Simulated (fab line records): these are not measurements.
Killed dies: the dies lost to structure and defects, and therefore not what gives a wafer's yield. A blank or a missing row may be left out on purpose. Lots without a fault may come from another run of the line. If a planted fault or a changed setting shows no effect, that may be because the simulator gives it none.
Chamber matching :: flow nand-harc :: 4 sister chambers for NHARC_P_M1_ETCH_35 on rie-diel-13
The step etches the open film in N2/H2, target depth 40 nm, overetch 12 nm, time 43.94 s. 8 wafers are shown with their chamber, then 9 later ones without.

## WAFERS PAIRED WITH THEIR CHAMBERS
wafer: L083.3
chamber: 1
drypump-motor-current-A (A): 5.9
rf-vpp-V (V): 429.5

wafer: L083.4
chamber: 3
drypump-motor-current-A (A): 5.5
rf-vpp-V (V): 430.6

wafer: L083.5
chamber: 3
drypump-motor-current-A (A): 5.6
rf-vpp-V (V): 431.3

wafer: L084.1
chamber: 1
drypump-motor-current-A (A): 5.9
rf-vpp-V (V): 430.5

wafer: L084.4
chamber: 2
drypump-motor-current-A (A): 5.2
rf-vpp-V (V): 427.1

wafer: L090.1
chamber: 0
drypump-motor-current-A (A): 5.2
rf-vpp-V (V): 434.3

wafer: L090.4
chamber: 2
drypump-motor-current-A (A): 5.2
rf-vpp-V (V): 428.8

wafer: L090.5
chamber: 0
drypump-motor-current-A (A): 5.2
rf-vpp-V (V): 434.4

## WAFERS WITH NO CHAMBER GIVEN
wafer: L094.1
drypump-motor-current-A (A): 5.2
rf-vpp-V (V): 428.7

wafer: L094.3
drypump-motor-current-A (A): 5.6
rf-vpp-V (V): 431.2

wafer: L094.6
drypump-motor-current-A (A): 5.6
rf-vpp-V (V): 430.3

wafer: L095.1
drypump-motor-current-A (A): 5.2
rf-vpp-V (V): 433.7

wafer: L095.3
drypump-motor-current-A (A): 5.2
rf-vpp-V (V): 426.8

wafer: L095.5
drypump-motor-current-A (A): 5.6
rf-vpp-V (V): 431.0

wafer: L096.2
drypump-motor-current-A (A): 5.9
rf-vpp-V (V): 430.6

wafer: L096.4
drypump-motor-current-A (A): 5.6
rf-vpp-V (V): 430.3

wafer: L096.5
drypump-motor-current-A (A): 5.2
rf-vpp-V (V): 427.4

## THE CHAMBER EACH PASSED THROUGH
wafer: L094.1
from the rows above: 2
in truth: 2

wafer: L094.3
from the rows above: 3
in truth: 3

wafer: L094.6
from the rows above: 3
in truth: 3

wafer: L095.1
from the rows above: 0
in truth: 0

wafer: L095.3
from the rows above: 2
in truth: 2

wafer: L095.5
from the rows above: 3
in truth: 3

wafer: L096.2
from the rows above: 1
in truth: 1

wafer: L096.4
from the rows above: 3
in truth: 3

wafer: L096.5
from the rows above: 2
in truth: 2
Correct placement for 9 of the 9. Left unplaced by these rows: 0. Placed wrongly: 0.
How it was worked out, from the rows above alone: a wafer's distance from a chamber is the root of the sum, over the readings, of the square of ((its reading less the chamber's mean) divided by the reading's scatter). If the next closest chamber is less than 2 further off than the closest, the wafer can't be placed; otherwise it belongs to the closest. The mean given for a chamber averages the wafers shown for that chamber. The scatter: the root of (the sum of the squares of (reading less its chamber's mean) over the shown wafers, divided by (wafers less chambers)).
